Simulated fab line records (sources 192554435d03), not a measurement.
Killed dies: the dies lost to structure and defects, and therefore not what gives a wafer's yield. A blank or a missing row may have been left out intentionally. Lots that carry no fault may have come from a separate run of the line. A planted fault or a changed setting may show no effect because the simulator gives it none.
Chamber matching :: flow n5Finfet :: 3 sister chambers for N5_BEOL_M2_PECVD_72 on pecvd-04
The step deposits SiO2 from TEOS/O2, target thk 16 nm, time 18 s. 3 wafers are shown with their chamber, then 7 later ones without.

WAFERS WITH THEIR CHAMBER
wafer: L088.3
chamber: 0
throttleValvePct (%): 23.3

wafer: L090.3
chamber: 1
throttleValvePct (%): 23.3

wafer: L090.5
chamber: 2
throttleValvePct (%): 20.9

WAFERS MISSING THEIR CHAMBER
wafer: L090.6
throttleValvePct (%): 23.1

wafer: L091.2
throttleValvePct (%): 23.2

wafer: L091.4
throttleValvePct (%): 23.1

wafer: L091.5
throttleValvePct (%): 21.1

wafer: L097.1
throttleValvePct (%): 21.2

wafer: L097.2
throttleValvePct (%): 23.5

wafer: L097.3
throttleValvePct (%): 23.2

WHICH CHAMBER EACH ONE RAN IN
wafer: L090.6
from the rows above: can't be placed: 0 or 1
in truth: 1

wafer: L091.2
from the rows above: can't be placed: 0 or 1
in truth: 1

wafer: L091.4
from the rows above: can't be placed: 0 or 1
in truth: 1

wafer: L091.5
from the rows above: 2
in truth: 2

wafer: L097.1
from the rows above: 2
in truth: 2

wafer: L097.2
from the rows above: can't be placed: 0 or 1
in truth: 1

wafer: L097.3
from the rows above: can't be placed: 0 or 1
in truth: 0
Correct placement for 2 of the 7. Unplaceable from these rows: 5, with the true chamber sitting among the candidates in 5. Wrongly placed: 0.
How it was worked out, from the rows above alone: a wafer's distance from a chamber is the root of the sum, over the readings, of the square of ((its reading less the chamber's mean) divided by the reading's scatter). The wafer belongs to the nearest chamber; if the next one is less than 2 further off, it can't be placed. The mean given for a chamber averages the wafers shown for that chamber. The scatter (one wafer shown for each chamber): square how far every hidden wafer sits from the nearest shown wafer, average those squares and take the square root.
